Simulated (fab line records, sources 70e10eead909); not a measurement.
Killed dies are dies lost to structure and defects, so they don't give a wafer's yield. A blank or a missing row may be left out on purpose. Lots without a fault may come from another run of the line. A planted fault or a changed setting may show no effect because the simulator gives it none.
Chamber matching | flow nand_harc | NHARC_A_STAIRCASE_DESCUM_186 on rie_diel-13: 4 sister chambers
The step chemistry O2, time 3 s. 4 wafers are shown with their chamber, then 11 later ones without.

WAFERS WITH THEIR CHAMBER
wafer  | chamber | showerhead_plenum_p_Torr (Torr)
L085.1 | 2       | 1.82
L085.3 | 3       | 1.90
L085.5 | 0       | 1.96
L091.3 | 1       | 2.05

WAFERS WITHOUT THEIR CHAMBER
wafer  | showerhead_plenum_p_Torr (Torr)
L091.5 | 2.05
L091.6 | 1.95
L093.2 | 2.05
L093.4 | 1.82
L093.6 | 1.82
L094.1 | 1.89
L094.2 | 2.05
L094.5 | 1.82
L097.1 | 1.89
L097.2 | 2.04
L097.3 | 1.95

WHICH CHAMBER EACH WENT THROUGH
wafer  | from the rows above | in truth
L091.5 | 1                   | 1
L091.6 | 0                   | 0
L093.2 | 1                   | 1
L093.4 | 2                   | 2
L093.6 | 2                   | 2
L094.1 | 3                   | 3
L094.2 | 1                   | 1
L094.5 | 2                   | 2
L097.1 | 3                   | 3
L097.2 | 1                   | 1
L097.3 | 0                   | 0
Placed correctly: 11 of 11. Can't be placed from these rows: 0. Placed wrongly: 0.
How it was worked out, from the rows above alone: a wafer's distance from a chamber is the root of the sum, over the readings, of the square of ((its reading less the chamber's mean) divided by the reading's scatter). The wafer belongs to the nearest chamber; if the next one is less than 2 further off, it can't be placed. A chamber's mean is the mean of its shown wafers. The scatter: with one shown wafer a chamber, the root of the mean of the squares of how far each hidden wafer lies from its nearest shown one.
